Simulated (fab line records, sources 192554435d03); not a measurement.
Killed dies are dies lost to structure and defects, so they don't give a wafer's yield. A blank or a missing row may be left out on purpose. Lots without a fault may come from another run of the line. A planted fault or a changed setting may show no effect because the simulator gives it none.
Chamber matching | flow n5_finfet | N5_STI_FIN_REVEAL_STRIP_24 on rie_diel-05: 4 sister chambers
The step strips in N2/H2, time 90 s. 16 wafers are shown with their chamber, then 8 later ones without.

WAFERS WITH THEIR CHAMBER
wafer  | chamber | drypump_motor_current_A (A) | throttle_valve_pct (%) | showerhead_plenum_p_Torr (Torr)
L082.1 | 1       | 5.5                         | 12.28                  | 3.25
L082.4 | 2       | 5.9                         | 12.21                  | 3.51
L082.5 | 3       | 5.7                         | 12.50                  | 3.20
L083.1 | 2       | 5.9                         | 12.23                  | 3.51
L083.2 | 3       | 5.7                         | 12.52                  | 3.20
L083.5 | 1       | 5.6                         | 12.31                  | 3.25
L087.1 | 2       | 5.9                         | 12.26                  | 3.51
L087.2 | 3       | 5.8                         | 12.52                  | 3.20
L087.6 | 2       | 5.9                         | 12.24                  | 3.51
L089.3 | 1       | 5.5                         | 12.35                  | 3.24
L089.4 | 2       | 5.9                         | 12.26                  | 3.51
L089.5 | 0       | 4.9                         | 11.77                  | 3.43
L092.2 | 0       | 5.0                         | 11.82                  | 3.42
L092.5 | 3       | 5.7                         | 11.89                  | 3.60
L092.6 | 2       | 5.9                         | 12.27                  | 3.50
L093.1 | 3       | 5.7                         | 11.91                  | 3.60

SIGNATURES (means of the wafers above)
reading                  | chamber 0 | chamber 1 | chamber 2 | chamber 3 | scatter within a chamber
drypump_motor_current_A  | 4.950     | 5.533     | 5.900     | 5.720     | 0.0405
throttle_valve_pct       | 11.7950   | 12.3133   | 12.2450   | 12.2680   | 0.195
showerhead_plenum_p_Torr | 3.4250    | 3.2467    | 3.5083    | 3.3600    | 0.127
Rule: a wafer's distance from a chamber is the root of the sum, over the readings, of the square of ((its reading less the chamber's mean) divided by the reading's scatter). The wafer belongs to the nearest chamber; if the next one is less than 2 further off, it can't be placed. The scatter: the root of (the sum of the squares of (reading less its chamber's mean) over the shown wafers, divided by (wafers less chambers)).

WAFERS WITHOUT THEIR CHAMBER
wafer  | drypump_motor_current_A (A) | throttle_valve_pct (%) | showerhead_plenum_p_Torr (Torr)
L093.2 | 5.9                         | 12.28                  | 3.50
L093.3 | 5.0                         | 11.80                  | 3.42
L094.4 | 4.9                         | 11.81                  | 3.42
L094.5 | 5.9                         | 12.31                  | 3.50
L094.6 | 5.7                         | 11.92                  | 3.60
L095.2 | 4.9                         | 11.84                  | 3.42
L095.4 | 5.7                         | 11.91                  | 3.60
L095.5 | 5.9                         | 12.30                  | 3.50

WHICH CHAMBER EACH WENT THROUGH
wafer  | from the rows above | in truth
L093.2 | 2                   | 2
L093.3 | 0                   | 0
L094.4 | 0                   | 0
L094.5 | 2                   | 2
L094.6 | 3                   | 3
L095.2 | 0                   | 0
L095.4 | 3                   | 3
L095.5 | 2                   | 2
Placed correctly: 8 of 8. Can't be placed from these rows: 0. Placed wrongly: 0.
